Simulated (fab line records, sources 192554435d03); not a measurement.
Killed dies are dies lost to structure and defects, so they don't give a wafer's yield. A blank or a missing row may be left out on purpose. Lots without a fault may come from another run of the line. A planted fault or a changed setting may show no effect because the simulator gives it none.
Chamber matching | flow n5_finfet | N5_BEOL_M10_ILD_DEP_00 on pecvd-04: 3 sister chambers
The step deposits SiCOH lowk from DEMS/porogen, target thk 308.51 nm, time 58 s. 16 wafers are shown with their chamber, then 8 later ones without.

WAFERS WITH THEIR CHAMBER
wafer  | chamber | throttle_valve_pct (%) | showerhead_plenum_p_Torr (Torr) | heater_power_w (W)
L078.1 | 0       | 14.6                   | 5.755                           | 316
L078.2 | 2       | 13.7                   | 5.755                           | 359
L078.6 | 0       | 14.2                   | 5.762                           | 248
L077.2 | 2       | 13.7                   | 5.763                           | 310
L077.3 | 0       | 14.4                   | 5.755                           | 316
L077.4 | 2       | 13.7                   | 5.744                           | 322
L083.1 | 1       | 15.6                   | 5.737                           | 300
L083.2 | 0       | 14.7                   | 5.746                           | 302
L083.3 | 2       | 14.0                   | 5.759                           | 325
L085.1 | 0       | 14.5                   | 5.752                           | 316
L085.2 | 1       | 15.5                   | 5.754                           | 322
L085.6 | 0       | 14.4                   | 5.756                           | 313
L089.3 | 0       | 14.5                   | 5.774                           | 319
L089.4 | 2       | 13.7                   | 5.748                           | 306
L089.6 | 0       | 14.5                   | 5.767                           | 310
L092.1 | 2       | 13.8                   | 5.739                           | 301

SIGNATURES (means of the wafers above)
reading                  | chamber 0 | chamber 1 | chamber 2 | scatter within a chamber
throttle_valve_pct       | 14.475    | 15.550    | 13.767    | 0.134
showerhead_plenum_p_Torr | 5.75838   | 5.74550   | 5.75133   | 0.0093
heater_power_w           | 305.00    | 311.00    | 320.50    | 22.1
Rule: a wafer's distance from a chamber is the root of the sum, over the readings, of the square of ((its reading less the chamber's mean) divided by the reading's scatter). The wafer belongs to the nearest chamber; if the next one is less than 2 further off, it can't be placed. The scatter: the root of (the sum of the squares of (reading less its chamber's mean) over the shown wafers, divided by (wafers less chambers)).

WAFERS WITHOUT THEIR CHAMBER
wafer  | throttle_valve_pct (%) | showerhead_plenum_p_Torr (Torr) | heater_power_w (W)
L092.4 | 14.6                   | 5.780                           | 313
L092.5 | 14.1                   | 5.736                           | 315
L094.2 | 15.6                   | 5.738                           | 290
L094.5 | 15.4                   | 5.756                           | 304
L094.6 | 14.0                   | 5.752                           | 377
L096.4 | 15.7                   | 5.762                           | 333
L096.5 | 14.4                   | 5.743                           | 299
L096.6 | 13.9                   | 5.731                           | 356

WHICH CHAMBER EACH WENT THROUGH
wafer  | from the rows above     | in truth
L092.4 | 0                       | 0
L092.5 | can't be placed: 2 or 0 | 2
L094.2 | 1                       | 1
L094.5 | 1                       | 1
L094.6 | can't be placed: 2 or 0 | 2
L096.4 | 1                       | 1
L096.5 | 0                       | 0
L096.6 | 2                       | 2
Placed correctly: 6 of 8. Can't be placed from these rows: 2 (the true chamber is among the candidates in 2). Placed wrongly: 0.
